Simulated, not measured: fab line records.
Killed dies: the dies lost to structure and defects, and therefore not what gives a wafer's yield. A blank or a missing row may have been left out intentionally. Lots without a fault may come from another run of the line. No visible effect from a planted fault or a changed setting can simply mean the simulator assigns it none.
fab line records | flow nandHarc
record: lots: 12 wafers: 36 lastDay: 33
route steps=1302 shown A_STAIRCASE@719 END@1302
lots that met no fault: from a run of the same line without faults
startH: hours from the record's first day to the start of the lot's first wafer shown | waitH: time in hours since the lot's previous step | " repeats the value in the row above | L1.1+2: several wafers, shown together as one row | - value missing, or start not given | * or withheld: withheld | < > ~ a bound
route shown NAME@n: names a module that has steps shown in the file, with the first one's number in the route | usual: mean/standard deviation taken from wafers without a fault | same: alike in all rows | chamber/n: place in a boat | sites: the reading at each site | _std_site: how widely they spread, as a standard deviation | _edge_site: outer sites' mean less inner sites' | radiusMm: how far each site lies from the wafer's centre | mask NAME#n: copy n | behind: the tool/chamber that last shaped the wafer | hold: why the lot was held/for how many hours/how that ended | device: the n, p or np transistor that did not switch | end of line: tests of these same wafers at the route's end | step lacking rows: just its recipe | killed: not the wafer's yield, but the dies lost to structure and defects at the first sort | map: per-die view of a wafer (x killed, . not killed, _ where there is no die)
set.NAME: the setting the step ran with; set.NAME@STEP: the setting that earlier step ran with | model.NAME: the simulator's own value behind a step, which no gauge read
route steps across a sampled set of lots; one table per step, one row per wafer
services: from which hour (startH, from the record's first day; less than 0 if before it) a tool's chamber was out of use, for how many hours, and why
== steps ==
step: NHARC_A_STAIRCASE_STRIP_205
recipe: powerW: 1500 tempC: 250 chemistry: O2
usual: drypumpMotorCurrentA: 5.7/0.35 heaterPowerW: 342/21
columns lot.wafer tool chamber startH waitH drypumpMotorCurrentA heaterPowerW rfHoursCounterH
L590.2 plasmaAsher-02 0 359.72 0.1 5.3 344 20
L590.5 " 0 " " 5.2 342 -
L590.6 " 1 " " 5.9 351 -
L592.2 plasmaAsher-01 1 380.74 0.1 5.5 375 4
L592.1 " 0 " " 6.2 307 4
L592.6 " 0 " " 6.2 312 -
L593.1 plasmaAsher-01 0 386.83 0.1 6.1 307 5
L593.2 " 1 " " 5.5 376 5
L593.5 " 1 " " 5.5 365 -
L596.1 plasmaAsher-02 1 436.81 0.1 5.9 350 0
L596.3 " 0 " " 5.2 341 -
L596.5 " 0 " " 5.2 350 -
L602.1 plasmaAsher-02 1 474.23 0.1 5.9 350 8
L602.3 " 1 " " 5.9 346 -
L602.5 " 1 " " 5.9 346 -
L604.1 plasmaAsher-02 0 515.95 0.2 5.2 351 17
L604.6 " 1 " " 5.9 347 -
L604.5 " 0 " " 5.3 346 -
L607.2 plasmaAsher-02 1 529.51 0.1 5.9 335 22
L607.4 " 0 " " 5.2 360 -
L607.6 " 0 " " 5.2 351 -
L609.3 plasmaAsher-02 1 543.98 0.2 5.9 347 -
L609.5 " 1 " " 5.9 352 -
L609.6 " 0 " " 5.2 351 -
L610.1 plasmaAsher-01 0 563.33 0.1 6.1 313 4
L610.4 " 0 " " 6.1 309 -
L610.5 " 0 " " 6.1 307 -
L612.1 plasmaAsher-01 1 568.74 0.2 5.5 340 5
L612.3 " 1 " " 5.5 341 -
L612.5 " 1 " " 5.5 343 -
L611.1 plasmaAsher-01 1 578.73 0.1 5.5 347 8
L611.6 " 1 " " 5.5 344 -
L611.5 " 0 " " 6.1 310 -
L613.1 plasmaAsher-01 1 580.78 0.1 5.5 342 9
L613.3 " 1 " " 5.5 338 -
L613.6 " 1 " " 5.5 342 -
step: NHARC_A_STAIRCASE_ETCH_223
recipe: targetDepthA: 1000 timeS: 40.5 ionEnergyEv: 400 c4f8FlowSccm: 20 o2FlowSccm: 10 arFlowSccm: withheld rfW: 600 biasW: 1000 chemistry: C4F8/O2
usual: biasW: 1000.0/2.9 chamberPressureMTorr: 24.999/0.021 oesProductAu: 0.942/0.0099 rfVppV: 894/7.2
columns lot.wafer tool chamber startH waitH biasW chamberPressureMTorr oesProductAu rfHoursCounterH rfVppV
L590.2 rieDiel-09 3 - - 1001.5 25.006 0.952 10 904
L590.5 " 2 " " 1003.5 24.956 0.931 - 888
L590.6 " 3 " " 998.3 24.983 0.952 - 906
L592.2 rieDiel-09 2 - - 1001.5 24.981 0.926 16 887
L592.1 " 0 " " 999.4 24.998 0.942 16 904
L592.6 " 2 " " 1002.7 25.027 0.923 - 887
L593.2 rieDiel-12 3 - - 1002.8 25.001 0.952 35 886
L593.1 " 0 " " 994.4 25.048 0.957 31 900
L593.5 " 2 " " 998.8 25.008 0.951 - 887
L596.1 rieDiel-09 2 - - 998.9 24.990 0.930 37 887
L596.3 " 3 " " 998.2 24.986 0.944 38 903
L596.5 " 2 " " 1000.0 25.015 0.928 - 887
L602.3 rieDiel-09 1 - - 1002.8 24.993 0.929 48 901
L602.1 " 3 " " 994.3 25.037 0.939 50 904
L602.5 " 1 " " 1001.4 25.023 0.936 - 901
L604.1 rieDiel-06 2 - - 1004.0 24.954 0.944 12 893
L604.6 " 2 " " 1002.2 25.035 0.939 - 894
L604.5 " 3 " " 1000.9 25.023 0.946 - 887
L607.4 rieDiel-06 0 - - 1002.1 24.992 0.946 19 888
L607.2 " 2 " " 998.4 24.986 0.942 18 894
L607.6 " 0 " " 1005.8 24.981 0.942 - 890
L609.3 rieDiel-06 2 - - 999.5 24.983 0.961 23 893
L609.5 " 1 " " 994.0 25.022 0.947 - 903
L609.6 " 2 " " 1000.7 24.978 0.941 - 893
L610.1 rieDiel-06 0 - - 1001.5 24.981 0.945 25 888
L610.4 " 1 " " 1003.8 25.012 0.956 26 903
L610.5 " 1 " " 1004.9 25.023 0.963 - 902
L612.3 rieDiel-06 0 - - 995.4 24.991 0.954 26 889
L612.1 " 1 " " 1001.3 25.038 0.950 28 904
L612.5 " 0 " " 1000.9 25.003 0.948 - 888
L611.1 rieDiel-06 1 - - 998.3 24.995 0.932 34 902
L611.5 " 2 " " 995.5 24.987 0.934 - 893
L611.6 " 3 " " 1001.2 25.000 0.933 - 887
L613.1 rieDiel-06 0 - - 996.7 25.011 0.936 33 889
L613.3 " 1 " " 999.0 25.002 0.929 35 903
L613.6 " 3 " " 996.9 25.008 0.933 - 887
step: NHARC_A_STAIRCASE_ETCH_234
recipe: targetDepthA: 1000 timeS: 40.5 ionEnergyEv: 400 c4f8FlowSccm: 20 o2FlowSccm: 10 arFlowSccm: withheld rfW: 600 biasW: 1000 chemistry: C4F8/O2
usual: biasW: 1000.1/3 chamberPressureMTorr: 25.002/0.023 oesProductAu: 0.945/0.013 rfVppV: 895/7.1
columns lot.wafer tool chamber startH waitH biasW chamberPressureMTorr oesProductAu rfHoursCounterH rfVppV
L590.2 rieDiel-12 2 362.88 - 1002.7 25.025 0.960 30 890
L590.6 " 1 " " 997.8 24.932 0.938 - 888
L590.5 " 2 " " 996.6 25.008 0.962 - 890
L592.1 rieDiel-06 0 384.02 - 997.4 25.002 0.962 21 889
L592.2 " 2 " " 1002.9 25.000 0.941 27 894
L592.6 " 0 " " 996.2 24.985 0.971 - 890
L593.1 rieDiel-06 0 389.99 - 996.7 25.067 0.941 22 890
L593.2 " 1 " " 1002.1 24.976 0.947 24 904
L593.5 " 3 " " 999.8 25.008 0.958 - 887
L596.1 rieDiel-12 0 444.15 - 1005.1 25.001 0.956 49 897
L596.3 " 1 " " 1000.0 24.952 0.950 53 889
L596.5 " 0 " " 1000.1 25.032 0.972 - 898
L602.3 rieDiel-12 3 481.13 - 1003.7 24.990 0.950 8 904
L602.1 " 1 " " 999.1 25.007 0.949 12 888
L602.5 " 3 " " 996.4 24.982 0.947 - 906
L604.1 rieDiel-06 2 519.69 - 1002.3 24.975 0.937 12 893
L604.6 " 3 " " 1000.0 25.000 0.930 - 888
L604.5 " 0 " " 996.3 25.005 0.933 - 889
L607.4 rieDiel-06 3 533.33 - - - - - -
L607.2 " 0 " " - - - - -
L607.6 " 0 " " - - - - -
L609.3 rieDiel-12 3 547.17 - - - - - -
L609.6 " 2 " " - - - - -
L609.5 " 3 " " - - - - -
L610.4 rieDiel-06 0 566.43 - - - - - -
L610.1 " 2 " " - - - - -
L610.5 " 0 " " - - - - -
L612.3 rieDiel-06 1 571.91 - 997.4 25.008 0.952 28 902
L612.1 " 0 " " 999.7 25.048 0.937 26 888
L612.5 " 2 " " 1002.3 25.029 0.958 - 894
L611.1 rieDiel-06 0 582.09 - 997.6 25.029 0.944 32 890
L611.6 " 1 " " 1003.4 24.991 0.949 - 903
L611.5 " 2 " " 1000.9 25.036 0.937 - 893
L613.1 rieDiel-12 3 583.95 - 1001.8 25.045 0.969 45 904
L613.3 " 0 " " 999.6 25.024 0.931 50 897
L613.6 " 2 " " 1007.3 24.989 0.943 - 890
step: NHARC_A_STAIRCASE_ETCH_236
recipe: targetDepthA: 1000 timeS: 40.5 ionEnergyEv: 400 c4f8FlowSccm: 20 o2FlowSccm: 10 arFlowSccm: withheld rfW: 600 biasW: 1000 chemistry: C4F8/O2
usual: biasW: 1000.1/2.8 chamberPressureMTorr: 24.999/0.021 oesProductAu: 0.944/0.012 rfVppV: 895/7.2
columns lot.wafer tool chamber startH waitH biasW chamberPressureMTorr oesProductAu rfHoursCounterH rfVppV
L590.2 rieDiel-12 1 - - 996.0 25.021 0.944 27 890
L590.6 " 2 " " 993.7 24.996 0.951 - 890
L590.5 " 3 " " 1000.5 25.000 0.953 - 888
L592.2 rieDiel-06 0 - - 1000.7 25.002 0.964 21 890
L592.1 " 1 " " 998.7 24.983 0.955 23 904
L592.6 " 1 " " 1000.2 25.047 0.949 - 904
L593.1 rieDiel-06 0 - - 999.0 25.004 0.943 22 889
L593.2 " 2 " " 1003.5 24.990 0.953 28 895
L593.5 " 1 " " 996.0 24.970 0.945 - 903
L596.3 rieDiel-12 3 - - 1001.7 25.035 0.961 52 886
L596.1 " 0 " " 998.9 24.999 0.979 49 898
L596.5 " 3 " " 1005.3 25.017 0.962 - 887
L602.3 rieDiel-12 3 - - 1002.1 24.986 0.959 8 906
L602.1 " 0 " " 998.3 24.982 0.954 11 898
L602.5 " 2 " " 1003.1 24.993 0.933 - 889
L604.1 rieDiel-06 1 - - 999.0 24.992 0.936 12 905
L604.5 " 3 " " 1001.8 24.949 0.935 - 885
L604.6 " 0 " " 1000.3 25.036 0.928 - 889
L607.4 rieDiel-06 1 - - 1002.2 25.011 0.931 21 905
L607.2 " 2 " " 997.0 24.976 0.951 19 894
L607.6 " 3 " " 1003.7 25.036 0.944 - 886
L609.3 rieDiel-12 1 - - 1000.3 25.017 0.964 38 888
L609.5 " 1 " " 1000.0 25.002 0.957 - 888
L609.6 " 2 " " 997.1 24.975 0.950 - 889
L610.1 rieDiel-06 0 - - 1000.4 25.007 0.941 25 888
L610.4 " 3 " " 998.7 24.984 0.923 24 887
L610.5 " 0 " " 998.8 24.977 0.941 - 889
L612.3 rieDiel-06 1 - - 1003.3 25.021 0.952 28 904
L612.1 " 2 " " 998.8 24.987 0.950 27 893
L612.5 " 1 " " 1004.0 25.019 0.951 - 904
L611.1 rieDiel-06 3 - - 993.7 24.987 0.934 29 887
L611.6 " 3 " " 997.7 24.993 0.942 - 887
L611.5 " 0 " " 997.4 25.015 0.947 - 889
L613.1 rieDiel-12 1 - - 999.1 24.960 0.952 48 888
L613.3 " 2 " " 996.6 24.992 0.941 49 888
L613.6 " 3 " " 999.9 25.003 0.974 - 904
step: NHARC_END_SORT_01
recipe: tempC: 25
usual: killedAtArray: 55/22 killedAtOther: 1.1/1.4 killedAtPeriphery: 4/3.2 killedDies: 59/22 killedOpen: 3.3/1.8 killedShort: 2.5/1.5
same: grossDies: 677
columns lot.wafer tool chamber startH waitH killedAtArray killedAtOther killedAtPeriphery killedDies killedOpen killedShort
L590.2 prober-02 0 560.52 2.8 90 0 1 91 2 2
L590.5 prober-02 0 562.94 3.7 78 0 3 81 2 2
L590.6 prober-02 0 563.75 4.0 90 0 2 92 1 2
L592.1 prober-02 0 579.93 2.5 26 1 2 29 5 2
L592.2 prober-02 0 580.72 2.8 48 4 3 55 2 2
L592.6 prober-02 0 583.89 4.0 28 3 2 33 2 2
L593.1 prober-01 0 579.97 2.5 54 4 1 59 4 4
L593.2 prober-01 0 580.77 2.8 62 2 1 65 4 5
L593.5 prober-01 0 583.16 3.7 63 0 2 65 2 2
L596.1 prober-01 0 645.97 2.5 90 0 4 94 5 8
L596.3 prober-01 0 647.57 3.1 64 1 0 65 2 7
L596.5 prober-01 0 649.17 3.7 76 0 0 76 2 2
L602.1 prober-02 0 689.92 2.5 106 0 3 109 3 3
L602.3 prober-02 0 691.53 3.1 113 0 1 114 3 3
L602.5 prober-02 0 693.15 3.7 72 2 6 80 3 1
L604.1 prober-01 0 716.85 2.5 63 1 2 66 4 3
L604.5 prober-01 0 720.05 3.7 56 1 1 58 5 1
L604.6 prober-01 0 720.84 4.0 68 1 3 72 4 2
L607.2 prober-01 0 725.42 2.8 672 2 3 677 3 2
L607.4 prober-01 0 727.01 3.4 675 0 2 677 1 2
L607.6 prober-01 0 728.60 4.0 670 5 2 677 3 3
L609.3 prober-02 0 744.84 3.1 675 0 2 677 4 0
L609.5 prober-02 0 746.43 3.7 674 0 3 677 3 1
L609.6 prober-02 0 747.23 4.0 674 1 2 677 3 5
L611.1 prober-01 0 776.58 2.5 61 2 3 66 5 3
L611.5 prober-01 0 779.78 3.7 74 2 1 77 7 2
L611.6 prober-01 0 780.58 4.0 70 1 0 71 3 1
L612.1 prober-02 0 776.59 2.5 18 1 1 20 3 1
L612.3 prober-02 0 778.17 3.1 23 3 3 29 3 2
L612.5 prober-02 0 779.76 3.7 22 0 0 22 0 3
L613.1 prober-01 0 786.62 2.5 66 0 2 68 3 3
L613.3 prober-01 0 788.22 3.1 61 0 3 64 1 1
L613.6 prober-01 0 790.61 4.0 64 0 1 65 3 4
L610.1 prober-02 0 790.23 8.4 674 1 2 677 3 3
L610.4 prober-02 0 792.62 9.3 674 0 3 677 8 2
L610.5 prober-02 0 793.41 9.6 673 2 2 677 4 3
killed by level:class
L590.2 A_CHANNEL_HOLE_D1:chamberFilmFlake=31 A_SLIT:chamberFilmFlake=24 A_CHANNEL_HOLE_D2:chamberFilmFlake=19 A_CONTACT:chamberFilmFlake=5 A_CHANNEL_FILL_D1:chamberFilmFlake=3 A_WL_FILL:chamberFilmFlake=2 A_CHANNEL_FILL_D1:geometricParticle:short=1 A_ONON_D2:geometricParticle:open=1
L590.5 A_CHANNEL_HOLE_D2:chamberFilmFlake=26 A_SLIT:chamberFilmFlake=22 A_CHANNEL_HOLE_D1:chamberFilmFlake=12 A_CONTACT:chamberFilmFlake=7 A_CHANNEL_FILL_D1:chamberFilmFlake=4 A_WL_FILL:chamberFilmFlake=4 P_ZERO_WELL:chamberFilmFlake=2 P_GATE:geometricParticle:open=1
L590.6 A_SLIT:chamberFilmFlake=30 A_CHANNEL_HOLE_D1:chamberFilmFlake=27 A_CHANNEL_HOLE_D2:chamberFilmFlake=16 A_CHANNEL_FILL_D1:chamberFilmFlake=5 A_CONTACT:chamberFilmFlake=4 A_WL_FILL:chamberFilmFlake=3 A_STAIRCASE:chamberFilmFlake=2 A_SOURCE_PLATE:geometricParticle:short=1
L592.1 A_CHANNEL_HOLE_D1:chamberFilmFlake=11 A_CHANNEL_HOLE_D2:chamberFilmFlake=7 A_ONON_D2:geometricParticle:short=2 P_GATE:geometricParticle:open=1 A_ONON_D2:geometricParticle:open=1 A_CHANNEL_FILL_D2:geometricParticle:open=1 A_SGD_CUT:geometricParticle:open=1 A_M0:geometricParticle:open=1
L593.1 A_SLIT:chamberFilmFlake=20 A_CHANNEL_HOLE_D2:chamberFilmFlake=10 A_CONTACT:chamberFilmFlake=8 THIN_TSV:chamberFilmFlake=4 A_CHANNEL_FILL_D2:chamberFilmFlake=3 A_WL_FILL:chamberFilmFlake=2 A_DECK1_JOINT:chamberFilmFlake=2 P_M0:geometricParticle:open=1
L592.2 A_CHANNEL_HOLE_D1:chamberFilmFlake=31 A_CHANNEL_HOLE_D2:chamberFilmFlake=8 THIN_TSV:chamberFilmFlake=4 A_WL_FILL:chamberFilmFlake=3 A_CHANNEL_FILL_D1:chamberFilmFlake=2 P_CONTACT:geometricParticle:short=1 A_ONON_D2:geometricParticle:open=1 A_SGD_CUT:geometricParticle:short=1
L593.2 A_SLIT:chamberFilmFlake=23 A_CHANNEL_HOLE_D2:chamberFilmFlake=13 A_CHANNEL_FILL_D2:chamberFilmFlake=5 A_CONTACT:chamberFilmFlake=5 A_CHANNEL_HOLE_D1:geometricParticle:open=2 A_WL_FILL:geometricParticle:short=2 A_CHANNEL_HOLE_D1:chamberFilmFlake=2 A_WL_FILL:chamberFilmFlake=2
L593.5 A_SLIT:chamberFilmFlake=25 A_CHANNEL_HOLE_D2:chamberFilmFlake=16 A_CONTACT:chamberFilmFlake=9 A_CHANNEL_FILL_D2:chamberFilmFlake=6 A_CHANNEL_HOLE_D1:chamberFilmFlake=2 P_CONTACT:geometricParticle:short=1 A_SOURCE_PLATE:geometricParticle:open=1 A_CHANNEL_FILL_D1:geometricParticle:open=1
L592.6 A_CHANNEL_HOLE_D1:chamberFilmFlake=12 A_CHANNEL_HOLE_D2:chamberFilmFlake=5 A_CONTACT:chamberFilmFlake=3 THIN_TSV:chamberFilmFlake=3 A_WL_FILL:chamberFilmFlake=2 P_M2:geometricParticle:short=1 A_ONON_D1:geometricParticle:short=1 A_ONON_D2:geometricParticle:open=1
L596.1 A_CHANNEL_HOLE_D2:chamberFilmFlake=41 A_SLIT:chamberFilmFlake=25 A_STAIRCASE:chamberFilmFlake=5 A_CHANNEL_HOLE_D1:chamberFilmFlake=4 A_ONON_D1:geometricParticle:short=3 A_WL_FILL:chamberFilmFlake=2 P_CONTACT:geometricParticle:short=1 P_M1:geometricParticle:short=1
L596.3 A_SLIT:chamberFilmFlake=27 A_CHANNEL_HOLE_D2:chamberFilmFlake=15 A_CHANNEL_HOLE_D1:chamberFilmFlake=6 A_CONTACT:chamberFilmFlake=4 A_STAIRCASE:chamberFilmFlake=2 A_SOURCE_PLATE:geometricParticle:short=1 A_CHANNEL_FILL_D1:geometricParticle:short=1 A_DECK1_JOINT:geometricParticle:short=1
L596.5 A_SLIT:chamberFilmFlake=27 A_CHANNEL_HOLE_D2:chamberFilmFlake=25 A_CHANNEL_HOLE_D1:chamberFilmFlake=6 A_WL_FILL:chamberFilmFlake=4 A_STAIRCASE:chamberFilmFlake=3 A_CHANNEL_FILL_D1:chamberFilmFlake=2 A_DECK1_JOINT:chamberFilmFlake=2 A_CHANNEL_FILL_D1:geometricParticle:short=1
L602.1 A_SLIT:chamberFilmFlake=42 A_CHANNEL_HOLE_D1:chamberFilmFlake=30 A_CHANNEL_HOLE_D2:chamberFilmFlake=21 A_STAIRCASE:chamberFilmFlake=6 A_CONTACT:chamberFilmFlake=2 P_M0:geometricParticle:open=1 P_BONDPAD:geometricParticle:open=1 A_ONON_D2:geometricParticle:short=1
L602.3 A_SLIT:chamberFilmFlake=42 A_CHANNEL_HOLE_D1:chamberFilmFlake=33 A_CHANNEL_HOLE_D2:chamberFilmFlake=23 A_M1:chamberFilmFlake=4 A_CONTACT:chamberFilmFlake=3 A_WL_FILL:chamberFilmFlake=2 P_M0:geometricParticle:short=1 A_CHANNEL_HOLE_D1:geometricParticle:open=1
L602.5 A_SLIT:chamberFilmFlake=31 A_CHANNEL_HOLE_D1:chamberFilmFlake=13 A_CHANNEL_HOLE_D2:chamberFilmFlake=11 A_STAIRCASE:chamberFilmFlake=5 A_ZERO_WELL:chamberFilmFlake=3 A_CONTACT:chamberFilmFlake=3 THIN_TSV:chamberFilmFlake=2 A_WL_FILL:chamberFilmFlake=2
L604.1 A_SLIT:chamberFilmFlake=29 A_CHANNEL_HOLE_D1:chamberFilmFlake=13 A_CONTACT:chamberFilmFlake=9 A_STAIRCASE:chamberFilmFlake=3 A_CHANNEL_HOLE_D2:chamberFilmFlake=2 P_M0:geometricParticle:open=1 A_CHANNEL_FILL_D1:geometricParticle:open=1 A_CHANNEL_FILL_D1:geometricParticle:short=1
L604.5 A_SLIT:chamberFilmFlake=26 A_CHANNEL_HOLE_D1:chamberFilmFlake=14 A_CONTACT:chamberFilmFlake=5 A_STAIRCASE:chamberFilmFlake=5 P_CONTACT:geometricParticle:open=1 A_SOURCE_PLATE:geometricParticle:short=1 A_CHANNEL_FILL_D1:geometricParticle:open=1 A_WL_FILL:geometricParticle:open=1
L604.6 A_SLIT:chamberFilmFlake=37 A_CHANNEL_HOLE_D1:chamberFilmFlake=14 A_CONTACT:chamberFilmFlake=8 A_CHANNEL_FILL_D2:chamberFilmFlake=3 P_M0:geometricParticle:open=1 P_M2:geometricParticle:open=1 A_STAIRCASE:geometricParticle:open=1 A_SGD_CUT:geometricParticle:short=1
L607.2 A_STAIRCASE:areaEtch=606 A_SLIT:chamberFilmFlake=30 A_CHANNEL_HOLE_D1:chamberFilmFlake=12 A_CHANNEL_HOLE_D2:chamberFilmFlake=11 A_STAIRCASE:chamberFilmFlake=5 A_DECK1_JOINT:geometricParticle:short=2 A_CHANNEL_FILL_D2:geometricParticle:open=2 A_CHANNEL_FILL_D1:chamberFilmFlake=2
L607.4 A_STAIRCASE:areaEtch=590 A_SLIT:chamberFilmFlake=35 A_CHANNEL_HOLE_D2:chamberFilmFlake=29 A_CHANNEL_HOLE_D1:chamberFilmFlake=11 A_SGD_CUT:chamberFilmFlake=3 A_CHANNEL_FILL_D1:chamberFilmFlake=2 P_CONTACT:geometricParticle:short=1 A_CHANNEL_FILL_D2:geometricParticle:short=1
L607.6 A_STAIRCASE:areaEtch=599 A_SLIT:chamberFilmFlake=23 A_CHANNEL_HOLE_D2:chamberFilmFlake=20 A_CHANNEL_HOLE_D1:chamberFilmFlake=17 THIN_TSV:chamberFilmFlake=5 A_WL_FILL:chamberFilmFlake=2 A_SOURCE_PLATE:geometricParticle:open=1 A_DECK1_JOINT:geometricParticle:short=1
L609.3 A_STAIRCASE:areaEtch=594 A_SLIT:chamberFilmFlake=31 A_CHANNEL_HOLE_D2:chamberFilmFlake=28 A_CHANNEL_HOLE_D1:chamberFilmFlake=10 A_CONTACT:chamberFilmFlake=4 A_BLC:geometricParticle:open=2 A_WL_FILL:chamberFilmFlake=2 A_DECK1_JOINT:geometricParticle:open=1
L609.5 A_STAIRCASE:areaEtch=608 A_CHANNEL_HOLE_D2:chamberFilmFlake=25 A_SLIT:chamberFilmFlake=22 A_CHANNEL_HOLE_D1:chamberFilmFlake=9 A_WL_FILL:chamberFilmFlake=3 A_CONTACT:chamberFilmFlake=3 P_M0:geometricParticle:open=2 A_ONON_D2:geometricParticle:short=1
L609.6 A_STAIRCASE:areaEtch=617 A_SLIT:chamberFilmFlake=25 A_CHANNEL_HOLE_D2:chamberFilmFlake=14 A_CHANNEL_HOLE_D1:chamberFilmFlake=6 A_CONTACT:chamberFilmFlake=4 A_ONON_D2:geometricParticle:short=3 A_WL_FILL:chamberFilmFlake=2 P_CONTACT:geometricParticle:open=1
L611.1 A_CHANNEL_HOLE_D2:chamberFilmFlake=18 A_CHANNEL_HOLE_D1:chamberFilmFlake=12 A_SLIT:chamberFilmFlake=11 A_CONTACT:chamberFilmFlake=9 A_SGD_CUT:chamberFilmFlake=3 P_CONTACT:geometricParticle:open=2 A_CHANNEL_HOLE_D2:geometricParticle:short=2 A_STAIRCASE:chamberFilmFlake=2
L612.1 A_CONTACT:chamberFilmFlake=9 A_SLIT:chamberFilmFlake=2 P_GATE:geometricParticle:open=1 A_CHANNEL_HOLE_D2:geometricParticle:short=1 A_CHANNEL_FILL_D2:geometricParticle:open=1 A_M1:geometricParticle:open=1 A_ZERO_WELL:chamberFilmFlake=1 A_CHANNEL_HOLE_D1:chamberFilmFlake=1
L612.3 A_SLIT:chamberFilmFlake=11 P_GATE:chamberFilmFlake=3 THIN_TSV:chamberFilmFlake=3 A_ZERO_WELL:chamberFilmFlake=2 A_CONTACT:chamberFilmFlake=2 A_CHANNEL_FILL_D1:geometricParticle:open=1 A_ONON_D2:geometricParticle:short=1 A_CONTACT:geometricParticle:short=1
L612.5 A_CONTACT:chamberFilmFlake=9 A_SLIT:chamberFilmFlake=6 A_CHANNEL_FILL_D2:geometricParticle:short=1 A_WL_FILL:geometricParticle:short=1 A_BLC:geometricParticle:short=1 A_CHANNEL_HOLE_D1:chamberFilmFlake=1 A_CHANNEL_HOLE_D2:chamberFilmFlake=1 A_WL_FILL:chamberFilmFlake=1
L611.5 A_CHANNEL_HOLE_D2:chamberFilmFlake=25 A_CHANNEL_HOLE_D1:chamberFilmFlake=17 A_CONTACT:chamberFilmFlake=11 A_SGD_CUT:chamberFilmFlake=4 A_SLIT:chamberFilmFlake=3 A_ONON_D1:geometricParticle:short=2 A_BLC:geometricParticle:open=2 A_DECK1_JOINT:chamberFilmFlake=2
L611.6 A_CHANNEL_HOLE_D2:chamberFilmFlake=27 A_CHANNEL_HOLE_D1:chamberFilmFlake=21 A_CONTACT:chamberFilmFlake=8 A_SLIT:chamberFilmFlake=7 A_SOURCE_PLATE:geometricParticle:open=1 A_CHANNEL_FILL_D1:geometricParticle:short=1 A_CONTACT:geometricParticle:open=1 A_M0:geometricParticle:open=1
L613.1 A_CHANNEL_HOLE_D2:chamberFilmFlake=32 A_CHANNEL_HOLE_D1:chamberFilmFlake=17 A_SLIT:chamberFilmFlake=3 A_DECK1_JOINT:geometricParticle:short=2 A_DECK1_JOINT:chamberFilmFlake=2 A_CHANNEL_FILL_D2:chamberFilmFlake=2 A_STAIRCASE:chamberFilmFlake=2 P_M0:geometricParticle:open=1
L613.3 A_CHANNEL_HOLE_D2:chamberFilmFlake=28 A_CHANNEL_HOLE_D1:chamberFilmFlake=22 A_SLIT:chamberFilmFlake=3 P_STI:chamberFilmFlake=2 A_STAIRCASE:chamberFilmFlake=2 A_CONTACT:chamberFilmFlake=2 P_CONTACT:geometricParticle:open=1 A_ONON_D2:geometricParticle:short=1
L610.1 A_STAIRCASE:areaEtch=615 A_SLIT:chamberFilmFlake=33 A_CHANNEL_HOLE_D1:chamberFilmFlake=14 A_CONTACT:chamberFilmFlake=4 A_M0:geometricParticle:open=2 P_M1:geometricParticle:open=1 A_CHANNEL_FILL_D1:geometricParticle:short=1 A_CHANNEL_FILL_D2:geometricParticle:short=1
L613.6 A_CHANNEL_HOLE_D2:chamberFilmFlake=29 A_CHANNEL_HOLE_D1:chamberFilmFlake=9 A_SLIT:chamberFilmFlake=8 A_CONTACT:chamberFilmFlake=5 A_CHANNEL_FILL_D2:geometricParticle:open=2 A_CHANNEL_FILL_D2:chamberFilmFlake=2 A_DECK1_JOINT:geometricParticle:short=1 A_ONON_D2:geometricParticle:short=1
L610.4 A_STAIRCASE:areaEtch=608 A_SLIT:chamberFilmFlake=29 A_CHANNEL_HOLE_D1:chamberFilmFlake=18 A_CONTACT:chamberFilmFlake=6 A_ONON_D2:geometricParticle:open=2 A_STAIRCASE:chamberFilmFlake=2 P_CONTACT:geometricParticle:open=1 P_M2:geometricParticle:open=1
L610.5 A_STAIRCASE:areaEtch=611 A_SLIT:chamberFilmFlake=30 A_CHANNEL_HOLE_D1:chamberFilmFlake=16 A_CONTACT:chamberFilmFlake=9 P_GATE:geometricParticle:open=1 P_CONTACT:geometricParticle:open=1 A_CHANNEL_FILL_D1:geometricParticle:open=1 A_DECK1_JOINT:geometricParticle:open=1
== services ==
columns tool chamber startH hours kind
rieDiel-06 0 341.60 - clean
rieDiel-06 1 341.60 - clean
rieDiel-06 2 341.60 - clean
rieDiel-06 3 341.60 - clean
plasmaAsher-01 - 346.52 9.0 pm
rieDiel-06 0 366.34 - clean
rieDiel-06 1 366.34 - clean
rieDiel-06 2 366.34 - clean
rieDiel-06 3 366.34 - clean
rieDiel-12 2 373.76 4.8 repair
rieDiel-06 0 390.84 - clean
rieDiel-06 1 390.84 - clean
rieDiel-06 2 390.84 - clean
rieDiel-06 3 390.84 - clean
rieDiel-12 - 411.42 2.4 repair
rieDiel-06 0 415.34 - clean
rieDiel-06 1 415.34 - clean
rieDiel-06 2 415.34 - clean
rieDiel-06 3 415.34 - clean
plasmaAsher-02 - 426.36 9.0 pm
rieDiel-12 - 445.52 9.0 pm
rieDiel-06 - 485.10 9.0 pm
rieDiel-09 - 497.45 9.0 pm
plasmaAsher-01 - 523.52 9.0 pm
== key ==
firstSign: step: NHARC_A_STAIRCASE_ETCH_234 reading: toolRecord direction: missing
effect: step: NHARC_END_SORT_01 reading: killedDies direction: up sigmas: 28 usual: 59 struck: 677
moreKillsBornAt: NHARC_A_STAIRCASE_ETCH_234@rieDiel-06: 3629 NHARC_A_STAIRCASE_ETCH_234@rieDiel-12: 1819
metAt NHARC_A_STAIRCASE_ETCH_234
struckLots L607,L609,L610
laterRowsLeftOut L607.2,L607.4,L607.6,L609.3,L609.5,L609.6,L610.1,L610.4,L610.5
testerLeftOut L607,L609,L610
notActingAt NHARC_A_STAIRCASE_STRIP_205,NHARC_A_STAIRCASE_ETCH_223,NHARC_A_STAIRCASE_ETCH_236
onsetBetween 519.69 533.33
fault: kind: skippedStepWhole tool: rieDiel-06,rieDiel-12 chamber: - onsetH: 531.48 steps: NHARC_A_STAIRCASE_ETCH_234 scope: struckLotsOnly
testerLeftOut: of these lots the tester's yield and bins aren't shown, on N5 and GAA mostly nor the transistor test; their killed dies are dies lost to structure and defects alone, not to doping, threshold or leakage, so they don't give the yield
laterRowsLeftOut: the simulator's readings of these wafers behind a module that went badly wrong aren't trusted and aren't shown, but for the sort
